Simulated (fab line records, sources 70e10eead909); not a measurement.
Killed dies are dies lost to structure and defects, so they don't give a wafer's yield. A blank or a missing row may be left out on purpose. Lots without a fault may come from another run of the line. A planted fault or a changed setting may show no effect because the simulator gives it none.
Chamber matching | flow nand_harc | NHARC_A_CHANNEL_FILL_D2_ALD_25 on ald_hk-02: 4 sister chambers
The step deposits SiOx, target thk 60 nm, pulse time 10 s, ald cycles 600. 4 wafers are shown with their chamber, then 9 later ones without.

WAFERS WITH THEIR CHAMBER
wafer  | chamber | heater_power_w (W)
L084.3 | 2       | 529
L084.5 | 0       | 493
L087.2 | 1       | 478
L087.5 | 3       | 455

WAFERS WITHOUT THEIR CHAMBER
wafer  | heater_power_w (W)
L088.4 | 452
L088.1 | 470
L088.5 | 450
L092.1 | 469
L092.3 | 484
L092.6 | 540
L095.2 | 458
L095.1 | 503
L095.5 | 501

WHICH CHAMBER EACH WENT THROUGH
wafer  | from the rows above          | in truth
L088.4 | 3                            | 3
L088.1 | can't be placed: 1 or 3 or 0 | 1
L088.5 | 3                            | 3
L092.1 | can't be placed: 1 or 3 or 0 | 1
L092.3 | can't be placed: 1 or 0      | 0
L092.6 | 2                            | 2
L095.2 | 3                            | 3
L095.1 | can't be placed: 0 or 1      | 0
L095.5 | can't be placed: 0 or 1      | 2
Placed correctly: 4 of 9. Can't be placed from these rows: 5 (the true chamber is among the candidates in 4). Placed wrongly: 0.
How it was worked out, from the rows above alone: a wafer's distance from a chamber is the root of the sum, over the readings, of the square of ((its reading less the chamber's mean) divided by the reading's scatter). The wafer belongs to the nearest chamber; if the next one is less than 2 further off, it can't be placed. A chamber's mean is the mean of its shown wafers. The scatter: with one shown wafer a chamber, the root of the mean of the squares of how far each hidden wafer lies from its nearest shown one.
